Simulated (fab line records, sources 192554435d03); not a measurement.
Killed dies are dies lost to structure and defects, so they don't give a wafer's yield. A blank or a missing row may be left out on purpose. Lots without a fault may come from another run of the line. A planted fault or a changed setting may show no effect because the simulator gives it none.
Tool commonality check | flow n5_finfet | 9 lots, 27 wafers sampled

WHY IT WAS OPENED
At N5_BEOL_M4_CD_MEAS_28 the reading cd_nm is flagged on 1 of 9 lots. Wafers without a fault read 26.23 nm, standard deviation 0.23.
Rule: a lot is flagged when every wafer of it that has a number lies more than 4 standard deviations from that mean, or none has a number. The other lots count as sound.

lot  | measured     | on        | cd_nm (nm), wafer by wafer | flag
L133 | day 7 12:19  | cd_sem-01 | 26.29 26.44 26.50          |
L139 | day 9 02:51  | cd_sem-02 | 26.22 25.90 25.48          |
L138 | day 9 03:24  | cd_sem-02 | 26.18 26.75 26.42          |
L141 | day 9 21:51  | cd_sem-02 | 26.34 26.17 26.06          |
L143 | day 10 02:52 | cd_sem-02 | 26.09 26.40 26.34          |
L145 | day 10 15:22 | cd_sem-01 | 23.05 11.26 8.58           | FLAGGED
L152 | day 12 16:34 | cd_sem-01 | 26.38 26.42 26.28          |
L153 | day 13 03:59 | cd_sem-03 | 26.57 26.17 26.07          |
L155 | day 13 17:47 | cd_sem-01 | 26.03 25.85 26.16          |
The numbers of the flagged lots are 14.30 nm on average: -11.93 nm against the usual, or -52 standard deviations.

WHICH TOOL RAN EACH LOT
The record holds 2 process steps before the reading, out of a route of 1938 steps. In each cell: the tool, then ch and the chambers that the sampled wafers went through, then the start.
lot  | flag    | N5_BEOL_M4_STRIP_19                | N5_BEOL_M4_EXPOSE_25
L133 |         | rie_diel-01 ch 0,1, day 7 11:56    | euv_scanner-01 ch 0, day 7 12:12
L139 |         | rie_diel-05 ch 0,1,3, day 9 02:19  | euv_scanner-02 ch 0, day 9 02:42
L138 |         | rie_diel-01 ch 0,1,2, day 9 02:53  | euv_scanner-01 ch 0, day 9 03:15
L141 |         | rie_diel-01 ch 1,2,3, day 9 21:19  | euv_scanner-02 ch 0, day 9 21:43
L143 |         | rie_diel-05 ch 0,2,3, day 10 02:22 | euv_scanner-01 ch 0, day 10 02:44
L145 | FLAGGED | rie_diel-05 ch 1,2, day 10 14:57   | euv_scanner-01 ch 0, day 10 15:13
L152 |         | rie_diel-05 ch 0,1,3, day 12 16:10 | euv_scanner-02 ch 0, day 12 16:25
L153 |         | rie_diel-01 ch 1,3, day 13 03:34   | euv_scanner-02 ch 0, day 13 03:52
L155 |         | rie_diel-05 ch 0,2,3, day 13 17:16 | euv_scanner-02 ch 0, day 13 17:38
What these steps do:
- N5_BEOL_M4_STRIP_19: strips in O2.
- N5_BEOL_M4_EXPOSE_25: exposes mask V3, defocus 5 nm.
- N5_BEOL_M4_CD_MEAS_28: target cd 26.2 nm, target cd y 24.1 nm.

FLAGGED OVER TOTAL, TOOL BY TOOL (the gauges that took the reading come last)
step                  | tool           | lots run | flagged | share of the flagged lots | sound lots run after its first flagged lot
N5_BEOL_M4_STRIP_19   | rie_diel-01    | 4        | 0       | none                      | -
N5_BEOL_M4_STRIP_19   | rie_diel-05    | 5        | 1       | all                       | 2 (L152,L155)
N5_BEOL_M4_EXPOSE_25  | euv_scanner-01 | 4        | 1       | all                       | 0
N5_BEOL_M4_EXPOSE_25  | euv_scanner-02 | 5        | 0       | none                      | -
N5_BEOL_M4_CD_MEAS_28 | cd_sem-01      | 4        | 1       | all                       | 2 (L152,L155)
N5_BEOL_M4_CD_MEAS_28 | cd_sem-02      | 4        | 0       | none                      | -
N5_BEOL_M4_CD_MEAS_28 | cd_sem-03      | 1        | 0       | none                      | -

WHAT THE TABLE ALLOWS
3 rows of the table ran every flagged lot: rie_diel-05 at N5_BEOL_M4_STRIP_19, euv_scanner-01 at N5_BEOL_M4_EXPOSE_25, cd_sem-01 at N5_BEOL_M4_CD_MEAS_28.
- rie_diel-05 at N5_BEOL_M4_STRIP_19: 1 of its 5 lots flagged. Sound lots ran on it after the first flagged one (L152, L155), which a lasting fault on the whole tool wouldn't allow.
- euv_scanner-01 at N5_BEOL_M4_EXPOSE_25: 1 of its 4 lots flagged. Its last sound lot is L143 (day 10 02:44), its first flagged lot L145 (day 10 15:13): a fault that began between those two fits. Its own readings lie more than 4 standard deviations out on every wafer of the flagged lots: exposure_dose_mJ_cm2.
- cd_sem-01 at N5_BEOL_M4_CD_MEAS_28: 1 of its 4 lots flagged. Sound lots ran on it after the first flagged one (L152, L155), which a lasting fault on the whole tool wouldn't allow.
One tool is left: euv_scanner-01 at N5_BEOL_M4_EXPOSE_25.

WHAT THE SIMULATOR HAD PUT IN
Process parameter drift: euv_scanner-01, from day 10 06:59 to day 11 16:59, at N5_BEOL_M4_EXPOSE_25. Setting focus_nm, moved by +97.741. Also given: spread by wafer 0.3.
Lots struck among those shown: L145. The rule above found the same.
